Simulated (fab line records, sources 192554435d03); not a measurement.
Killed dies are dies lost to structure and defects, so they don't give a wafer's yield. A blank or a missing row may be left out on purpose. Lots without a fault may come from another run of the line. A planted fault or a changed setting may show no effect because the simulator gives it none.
fab line records | flow n5_finfet
record lots=13 wafers=36 last_day=17
route steps=1938 shown BEOL_M11@1593 BEOL_M12@1603 PASSIVATION@1936
lots that met no fault: from a run of the same line without faults
start_h: hours from the record's first day to the start of the lot's first wafer shown | wait_h: hours since the lot's step before | " the same as in the row above | L1.1+2: a row that stands for several wafers | - no value, or no start given | * or withheld: withheld | < > ~ a bound
route shown NAME@n: a module of which the file shows steps, and the number in the route of the first | usual: mean/standard deviation of fault-free wafers | same: alike in all rows | chamber/n: place in a boat | sites: the reading at each site | _std_site: their standard deviation | _edge_site: outer sites' mean less inner sites' | radius_mm: how far each site lies from the wafer's centre | mask NAME#n: copy n | behind: the tool/chamber that last shaped the wafer | hold: why the lot was held/for how many hours/how that ended | device: the transistor (n, p or np) that didn't switch | end of line: the same wafers' tests at the end of the route | a step without rows: its recipe alone | killed: dies lost to structure and defects at the first sort, not the wafer's yield | map: a wafer's dies, x killed, . not, _ none there
set.NAME: the setting as run; set.NAME@STEP: as run at that earlier step | model.NAME: the simulator's own value behind a step, which no gauge read
steps of the route over a sample of lots; a table a step, a row a wafer
services: from which hour (start_h, from the record's first day; less than 0 if before it) a tool's chamber was out of use, for how many hours, and why
## steps
# step N5_BEOL_M11_SPUTTER_48
# recipe material=Cu target_thk_a=120 temp_c=-20 bias_v=60 power_w=26000 chamber_pressure_pa=0.13 time_s=2
# usual chamber_pressure_pa=0.13001/0.00027 throttle_valve_pct=30.4/0.76
# columns lot.wafer tool chamber start_h wait_h chamber_pressure_pa throttle_valve_pct
L817.2 pvd_sputter-02 - 244.96 0.1 0.12989 29.5
L817.5 " - " " 0.12999 30.7
L818.2 pvd_sputter-03 - 259.15 0.1 0.13023 30.7
L818.5 " - " " 0.13029 31.0
L818.6 " - " " 0.13009 30.7
L820.1 pvd_sputter-01 - 259.91 0.2 0.13006 29.4
L820.4 " - " " 0.12968 30.3
L820.5 " - " " 0.12976 30.7
L821.1 pvd_sputter-01 - 260.03 0.2 0.13049 30.7
L821.2 " - " " 0.13018 30.3
L821.3 " - " " 0.12993 30.8
L822.2 pvd_sputter-02 - 271.23 0.1 0.12999 29.4
L822.4 " - " " 0.13024 32.6
L822.6 " - " " 0.13014 29.6
L823.2 pvd_sputter-01 - 271.85 0.1 0.13039 30.7
L823.4 " - " " 0.13005 30.9
L823.5 " - " " 0.13015 29.6
L824.1 pvd_sputter-03 - 287.70 0.1 0.12997 29.7
L824.4 " - " " 0.12956 30.8
L824.5 " - " " 0.12952 30.7
L827.1 pvd_sputter-01 - 294.12 0.1 0.13045 30.8
L827.2 " - " " 0.12992 30.2
L827.5 " - " " 0.13028 30.7
L828.3 pvd_sputter-02 - 310.90 0.1 0.12982 32.4
L828.4 " - " " 0.13 29.6
L828.5 " - " " 0.13013 32.3
L833.2 pvd_sputter-01 - 329.09 0.2 0.12965 30.8
L833.3 " - " " 0.13027 29.6
L833.6 " - " " 0.12991 30.4
L834.1 pvd_sputter-03 - 331.04 0.1 0.1295 30.4
L834.4 " - " " 0.12984 30.3
L835.2 pvd_sputter-02 - 337.39 0.2 0.12955 29.4
L835.4 " - " " 0.13023 29.4
L840.1 pvd_sputter-03 - 373.07 0.3 0.12992 30.6
L840.2 " - " " 0.12943 29.5
L840.3 " - " " 0.12928 30.4
# step N5_BEOL_M11_THK_MEAS_53
# recipe thk_meas_gauge=xrf reads=Cu_of_BEOL_M11_ECD_50
# usual M11_THK=143/4.4
# columns lot.wafer tool chamber start_h wait_h M11_THK[nm]
L817.2 film_metro-01 - 246.62 - 137
L817.5 " - " " 135
L818.2 film_metro-02 - 259.97 - 142
L818.5 " - " " 142
L818.6 " - " " 136
L820.1 film_metro-02 - 260.86 - 139
L820.4 " - " " 144
L820.5 " - " " 142
L821.1 film_metro-02 - 261.25 - 141
L821.2 " - " " 148
L821.3 " - " " 139
L822.2 film_metro-01 - 272.26 - 154
L822.4 " - " " 147
L822.6 " - " " 138
L823.2 film_metro-01 - 272.73 - 142
L823.4 " - " " 150
L823.5 " - " " 140
L824.1 film_metro-01 - 288.87 - 141
L824.4 " - " " 144
L824.5 " - " " 142
L827.1 film_metro-01 - 294.96 - 146
L827.2 " - " " 141
L827.5 " - " " 146
L828.3 film_metro-01 - 312.22 - 136
L828.4 " - " " 148
L828.5 " - " " 134
L833.2 film_metro-01 - 330.88 - 142
L833.3 " - " " 145
L833.6 " - " " 145
L834.1 film_metro-01 - 331.86 - 141
L834.4 " - " " 147
L835.2 film_metro-02 - 339.01 - 137
L835.4 " - " " 143
L840.1 film_metro-01 - 373.89 - 140
L840.2 " - " " 148
L840.3 " - " " 149
# step N5_BEOL_M12_THK_MEAS_01
# recipe reads=SiOC_of_BEOL_M12_ILD_DEP_00
# usual M12_ILD_THK=661/9.3
# columns lot.wafer tool chamber start_h wait_h M12_ILD_THK[nm]
L817.2 film_metro-01 - 246.94 0.1 644
L817.5 " - " " 669
L818.2 film_metro-01 - 260.29 0.1 650
L818.5 " - " " 662
L818.6 " - " " 658
L820.1 film_metro-01 - 261.18 0.1 644
L820.4 " - " " 668
L820.5 " - " " 657
L821.1 film_metro-01 - 261.57 0.1 659
L821.2 " - " " 668
L821.3 " - " " 657
L822.2 film_metro-01 - 272.58 0.1 644
L822.4 " - " " 660
L822.6 " - " " 645
L823.2 film_metro-02 - 273.05 0.1 654
L823.4 " - " " 666
L823.5 " - " " 654
L824.1 film_metro-01 - 289.19 0.1 646
L824.4 " - " " 661
L824.5 " - " " 676
L827.1 film_metro-01 - 295.28 0.1 659
L827.2 " - " " 662
L827.5 " - " " 666
L828.3 film_metro-01 - 312.53 0.1 667
L828.4 " - " " 672
L828.5 " - " " 672
L833.2 film_metro-01 - 331.20 0.1 645
L833.3 " - " " 654
L833.6 " - " " 669
L834.1 film_metro-02 - 332.18 0.1 661
L834.4 " - " " 665
L835.2 film_metro-02 - 339.33 0.1 647
L835.4 " - " " 671
L840.1 film_metro-01 - 374.28 0.1 645
L840.2 " - " " 654
L840.3 " - " " 661
# step N5_BEOL_M12_PEB_08
# recipe peb_temp_c=130 peb_time_s=90
# usual heater_power_total_W=172.5/0.78
# columns lot.wafer tool chamber start_h wait_h heater_power_total_W
L817.2 litho_track-03 0 247.25 0.0 172.8
L817.5 " 0 " " 171.9
L818.2 litho_track-04 0 260.48 0.0 173.2
L818.5 " 0 " " 172.9
L818.6 " 0 " " 172.9
L820.1 litho_track-05 0 261.37 0.1 172.0
L820.4 " 0 " " 172.4
L820.5 " 0 " " 172.9
L821.1 litho_track-04 0 261.76 0.1 173.3
L821.2 " 0 " " 172.2
L821.3 " 0 " " 172.9
L822.2 litho_track-03 0 272.90 0.0 171.1
L822.4 " 0 " " 171.3
L822.6 " 0 " " 173.0
L823.2 litho_track-04 0 273.25 0.0 171.2
L823.4 " 0 " " 173.1
L823.5 " 0 " " 172.2
L824.1 litho_track-05 0 289.38 0.1 172.8
L824.4 " 0 " " 172.5
L824.5 " 0 " " 173.6
L827.1 litho_track-03 0 295.46 0.1 172.5
L827.2 " 0 " " 172.7
L827.5 " 0 " " 172.2
L828.3 litho_track-05 0 312.85 0.0 172.9
L828.4 " 0 " " 172.4
L828.5 " 0 " " 172.6
L833.2 litho_track-04 0 331.39 0.0 182.4
L833.3 " 0 " " 171.4
L833.6 " 0 " " 173.0
L834.1 litho_track-04 0 332.49 0.1 182.6
L834.4 " 0 " " 172.7
L835.2 litho_track-04 0 339.52 0.0 183.7
L835.4 " 0 " " 172.3
L840.1 litho_track-05 0 374.47 0.1 172.3
L840.2 " 0 " " 171.3
L840.3 " 0 " " 172.3
# step N5_PASSIVATION_PROBE_49
# usual defect_limited_yield=91.1/1.4 killed_at_M0_to_M3=36/9.9 killed_at_M4_up=13/5.8 killed_at_contacts=14/5.9 killed_at_front_end=39/11 killed_at_other=3.4/2.9 killed_dies=105/17 killed_open=70/13 killed_short=34/7.3 sort_bin_4_leakage=0.00/0.0072 sort_bin_5_function=5.3/1 sort_bin_6_memory=3.3/0.62 sort_bin_8_speed=0.01/0.057 sort_n_pass=1075/17
# same gross_dies=1180 killed_at_back_side=0
# columns lot.wafer tool chamber start_h wait_h defect_limited_yield[%] killed_at_M0_to_M3 killed_at_M4_up killed_at_contacts killed_at_front_end killed_at_other killed_dies killed_open killed_short sort_bin_4_leakage[%] sort_bin_5_function[%] sort_bin_6_memory[%] sort_bin_8_speed[%] sort_n_pass
L820.1 prober-01 - 297.32 0.0 90.3 36 5 17 54 3 115 77 38 0 5.3 4.3 0 1065
L820.4 prober-01 - 297.47 0.2 92.7 29 6 14 37 0 86 61 25 0 4.7 2.3 0 1094
L820.5 prober-01 - 297.52 0.2 91.8 44 5 6 41 1 97 67 30 0 4.7 3.1 0 1083
L833.2 prober-01 - 379.13 0.1 89.8 47 15 17 41 0 120 74 33 0 6.0 2.8 0 1060
L834.1 prober-02 - 385.70 0.0 92.4 25 21 13 29 2 90 60 28 0 4.6 2.7 0 1090
L834.4 prober-02 - 385.85 0.2 91.2 25 16 19 37 7 104 80 23 0 5.2 3.5 0 1076
L835.2 prober-01 - 390.70 0.1 87.8 43 14 17 64 6 144 86 53 0 7.3 4.6 0 1036
L835.4 prober-01 - 390.80 0.2 88.9 28 9 19 72 3 131 85 46 0 7.9 2.8 0 1049
L840.1 prober-02 - 414.09 0.0 91.4 34 8 14 39 7 102 57 45 0 4.3 3.7 0 1078
L840.2 prober-02 - 414.14 0.1 91.8 34 10 9 41 3 97 64 33 0 4.7 3.5 0 1083
L840.3 prober-02 - 414.19 0.1 91.8 32 5 10 41 9 97 56 39 0 5.5 2.4 0 1083
# killed by level:class
L820.1 STI_FIN_REVEAL:geometric_particle:open=21 MOL_CONTACT_COAG:geometric_particle:open=15 BEOL_M3:geometric_particle:open=8 FIN_SAQP:geometric_particle:open=7 BEOL_M1:geometric_particle:open=7 FIN_SAQP:geometric_particle:short=6 BEOL_M3:geometric_particle:short=5 DUMMY_GATE:geometric_particle:open=4
L820.4 MOL_CONTACT_COAG:geometric_particle:open=12 BEOL_M3:geometric_particle:open=11 FIN_SAQP:geometric_particle:open=9 FIN_SAQP:geometric_particle:short=7 STI_FIN_REVEAL:geometric_particle:open=6 BEOL_M0_SAQP:geometric_particle:open=5 BEOL_M0_SAQP:geometric_particle:short=5 FIN_CUT:geometric_particle:short=3
L820.5 BEOL_M1:geometric_particle:open=10 BEOL_M3:geometric_particle:open=9 FIN_SAQP:geometric_particle:open=8 BEOL_M2:geometric_particle:open=7 BEOL_M0_SAQP:geometric_particle:short=7 BEOL_M0_SAQP:geometric_particle:open=7 FIN_SAQP:geometric_particle:short=5 STI_FIN_REVEAL:geometric_particle:open=5
L833.2 MOL_CONTACT_COAG:geometric_particle:open=17 BEOL_M2:geometric_particle:open=13 HKMG_FIN:area_etch=12 BEOL_M0_SAQP:geometric_particle:short=10 STI_FIN_REVEAL:geometric_particle:open=9 FIN_SAQP:geometric_particle:short=7 BEOL_M0_SAQP:geometric_particle:open=6 BEOL_M2:geometric_particle:short=5
L834.1 BEOL_M4:geometric_particle:open=12 MOL_CONTACT_COAG:geometric_particle:open=9 STI_FIN_REVEAL:geometric_particle:open=8 BEOL_M0_SAQP:geometric_particle:short=5 GATE_CUT:geometric_particle:short=5 MOL_CONTACT_COAG:geometric_particle:short=4 BEOL_M0_SAQP:geometric_particle:open=4 BEOL_M2:geometric_particle:open=4
L834.4 STI_FIN_REVEAL:geometric_particle:open=19 BEOL_M0_SAQP:geometric_particle:open=16 MOL_CONTACT_COAG:geometric_particle:open=14 BEOL_M4:geometric_particle:open=7 FIN_SAQP:geometric_particle:open=6 MOL_CONTACT_COAG:geometric_particle:short=5 BEOL_M0_SAQP:geometric_particle:short=5 PASS1_CAP:geometric_particle:open=3
L835.2 FIN_SAQP:geometric_particle:short=14 MOL_CONTACT_COAG:geometric_particle:open=14 BEOL_M0_SAQP:geometric_particle:short=11 BEOL_M0_SAQP:geometric_particle:open=11 GATE_CUT:geometric_particle:short=9 FIN_SAQP:geometric_particle:open=8 BEOL_M1:geometric_particle:open=7 DUMMY_GATE:geometric_particle:open=6
L835.4 MOL_CONTACT_COAG:geometric_particle:open=17 FIN_SAQP:geometric_particle:short=16 STI_FIN_REVEAL:geometric_particle:open=15 FIN_SAQP:geometric_particle:open=12 DUMMY_GATE:geometric_particle:open=7 BEOL_M0_SAQP:geometric_particle:open=7 BEOL_M1:geometric_particle:open=5 GATE_CUT:geometric_particle:open=5
L840.1 STI_FIN_REVEAL:geometric_particle:open=12 MOL_CONTACT_COAG:geometric_particle:open=12 FIN_SAQP:geometric_particle:short=11 BEOL_M0_SAQP:geometric_particle:short=11 BEOL_M0_SAQP:geometric_particle:open=9 BEOL_M0:geometric_particle:open=7 FIN_SAQP:geometric_particle:open=5 GATE_CUT:geometric_particle:short=4
L840.2 STI_FIN_REVEAL:geometric_particle:open=11 FIN_SAQP:geometric_particle:short=10 BEOL_M0_SAQP:geometric_particle:open=10 MOL_CONTACT_COAG:geometric_particle:open=8 BEOL_M0_SAQP:geometric_particle:short=8 FIN_SAQP:geometric_particle:open=5 BEOL_M0:geometric_particle:open=5 BEOL_M3:geometric_particle:open=4
L840.3 FIN_SAQP:geometric_particle:open=12 FIN_SAQP:geometric_particle:short=10 MOL_CONTACT_COAG:geometric_particle:open=10 BEOL_M0_SAQP:geometric_particle:short=10 BEOL_M0_SAQP:geometric_particle:open=7 BEOL_M1:geometric_particle:open=6 GATE_CUT:geometric_particle:short=5 STI_FIN_REVEAL:geometric_particle:open=4
## services
# columns tool chamber start_h hours kind
pvd_sputter-02 - 371.63 0.5 repair
## key
first_sign step=N5_BEOL_M12_PEB_08 reading=heater_power_total_W direction=up sigmas=13 usual=* struck=*
effect none on later readings
met_at N5_BEOL_M12_PEB_08
struck_lots L833,L834,L835
struck_wafers L833.2,L834.1,L835.2
baseline_loss step=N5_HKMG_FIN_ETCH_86 wafers=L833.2
not_acting_at N5_BEOL_M11_SPUTTER_48,N5_BEOL_M11_THK_MEAS_53,N5_BEOL_M12_THK_MEAS_01
onset_between 273.25 331.39
fault kind=process_parameter_drift tool=litho_track-04 chamber=- onset_h=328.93 steps=N5_BEOL_M12_PEB_08 channel=peb_time_s offset=* shape=step end_h=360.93 scope=struck_wafers_only acts_in=* stated=*
# baseline_loss: these wafers lose ten dies or more at that step, a loss of the line's own and not of a fault; the sort's usual values leave them out
